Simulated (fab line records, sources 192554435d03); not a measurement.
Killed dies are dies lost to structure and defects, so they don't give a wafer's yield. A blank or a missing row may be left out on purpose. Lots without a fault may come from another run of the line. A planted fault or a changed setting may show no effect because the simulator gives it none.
Which tool did it? | flow n5_finfet | 12 lots, 34 wafers sampled, at 4 steps of a route of 1938

WHAT THE GAUGES READ, wafer by wafer
N5_BEOL_M7_RS_MEAS_57: measures by four-point-probe. Usual: M7_RS 0.290 ohm/sq, standard deviation 0.0094.
lot  | measured     | on            | M7_RS (ohm/sq)    | flag
L783 | day 9 06:26  | film_metro-01 | 0.282 0.280       |
L784 | day 9 11:01  | film_metro-02 | 0.281 0.305 0.304 |
L785 | day 9 15:54  | film_metro-02 | 0.295 0.289 0.303 |
L786 | day 9 21:56  | film_metro-01 | 0.284 0.282 0.311 |
L790 | day 10 19:39 | film_metro-01 | 0.286 0.306 0.280 |
L791 | day 11 06:41 | film_metro-01 | 0.286 0.306 0.285 |
L792 | day 11 13:17 | film_metro-01 | 0.274 0.275 0.286 |
L793 | day 11 14:42 | film_metro-01 | 0.283 0.282 0.284 |
L801 | day 14 00:46 | film_metro-01 | 0.297 0.282       |
L803 | day 14 02:49 | film_metro-02 | 0.304 0.288 0.291 |
L804 | day 14 13:08 | film_metro-02 | 0.292 0.283 0.285 |
L806 | day 15 13:47 | film_metro-01 | 0.294 0.280 0.295 |

N5_BEOL_M8_OVL_MEAS_12. Usual: M8_OVL -0.3 nm, standard deviation 0.79.
lot  | measured     | on         | M8_OVL (nm)    | flag
L783 | day 9 09:05  | overlay-01 | -0.4 -1.4      |
L784 | day 9 12:46  | overlay-02 | -0.2 -0.4 -0.3 |
L785 | day 9 19:51  | overlay-02 | -0.7 -0.5 0.4  |
L786 | day 9 23:46  | overlay-01 | -0.7 -1.2 -1.4 |
L790 | day 10 22:44 | overlay-01 | 18.8 20.0 19.9 | OFF
L791 | day 11 08:35 | overlay-02 | 19.3 18.2 17.6 | OFF
L792 | day 11 16:19 | overlay-02 | -1.4 -0.6 -1.0 |
L793 | day 11 16:29 | overlay-02 | -1.0 -0.7 0.0  |
L801 | day 14 02:30 | overlay-02 | 1.0 1.6        |
L803 | day 14 05:28 | overlay-01 | -0.5 -1.2 -1.4 |
L804 | day 14 17:48 | overlay-02 | -0.4 0.3 -0.8  |
L806 | day 15 15:58 | overlay-01 | -1.2 -0.7 -0.8 |

WHICH TOOL RAN EACH LOT (tool, then ch and the chambers of the sampled wafers, then the start)
lot  | N5_BEOL_M8_HM_DEP_02         | N5_BEOL_M8_EXPOSE_08
L783 | pvd_sputter-01, day 9 08:41  | arfi_scanner-03 ch 0, day 9 08:56
L784 | pvd_sputter-03, day 9 12:22  | arfi_scanner-03 ch 0, day 9 12:38
L785 | pvd_sputter-01, day 9 19:19  | arfi_scanner-01 ch 0, day 9 19:42
L786 | pvd_sputter-02, day 9 23:22  | arfi_scanner-01 ch 0, day 9 23:37
L790 | pvd_sputter-01, day 10 22:12 | arfi_scanner-01 ch 0, day 10 22:35
L791 | pvd_sputter-02, day 11 08:11 | arfi_scanner-01 ch 0, day 11 08:26
L792 | pvd_sputter-01, day 11 15:47 | arfi_scanner-02 ch 0, day 11 16:10
L793 | pvd_sputter-01, day 11 16:05 | arfi_scanner-02 ch 0, day 11 16:20
L801 | pvd_sputter-03, day 14 01:58 | arfi_scanner-02 ch 0, day 14 02:20
L803 | pvd_sputter-01, day 14 04:56 | arfi_scanner-03 ch 0, day 14 05:18
L804 | pvd_sputter-02, day 14 17:23 | arfi_scanner-03 ch 0, day 14 17:38
L806 | pvd_sputter-01, day 15 15:26 | arfi_scanner-03 ch 0, day 15 15:49
- N5_BEOL_M8_HM_DEP_02: deposits TiN, target thk 20 nm.
- N5_BEOL_M8_EXPOSE_08: exposes mask M8.

WHAT THE TOOLS THEMSELVES READ (means of the sampled wafers that have a number; where no wafer has one, the mark that the record gives instead)
N5_BEOL_M8_HM_DEP_02. Usual: throttle_valve_pct 30.2 %, standard deviation 1.1.
lot  | tool           | throttle_valve_pct (%) | flag
L783 | pvd_sputter-01 | 29.8                   |
L784 | pvd_sputter-03 | 30.7                   |
L785 | pvd_sputter-01 | 30.4                   |
L786 | pvd_sputter-02 | 30.6                   |
L790 | pvd_sputter-01 | 30.0                   |
L791 | pvd_sputter-02 | 30.7                   |
L792 | pvd_sputter-01 | 30.7                   |
L793 | pvd_sputter-01 | 31.0                   |
L801 | pvd_sputter-03 | 30.1                   |
L803 | pvd_sputter-01 | 30.5                   |
L804 | pvd_sputter-02 | 28.3                   |
L806 | pvd_sputter-01 | 30.5                   |

THE ANSWER, worked out from the rows above alone
Rule: a lot is off if the mean of its wafers that have a number lies more than 3 standard deviations from the usual mean. A lot without any number at a reading at which 4 lots or more have one is off too. The other lots that the step has rows for count as sound. The gauges are gone through in route order, then the tools' own readings, and for those a lot's mean is taken as printed above. The first step at which some lot is off is used, and at that step the reading that is off furthest; a lot without a number counts as furthest.
Off: L790, L791, at N5_BEOL_M8_OVL_MEAS_12 (M8_OVL).
A tool fits if, at a process step before that reading, it ran every lot that is off, and no sound lot after the first of them. The gauges at N5_BEOL_M8_OVL_MEAS_12 are tried like those tools. One fits: arfi_scanner-01 at N5_BEOL_M8_EXPOSE_08. Its last sound lot is L786 (day 9 23:37), its first lot that is off L790 (day 10 22:35): a fault that began between those two fits.

WHAT THE SIMULATOR HAD PUT IN
Scanner matching overlay: arfi_scanner-01, from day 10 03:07 on, at N5_BEOL_M8_EXPOSE_08. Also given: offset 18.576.
Lots struck among those shown: L790, L791. The rule above found the same.
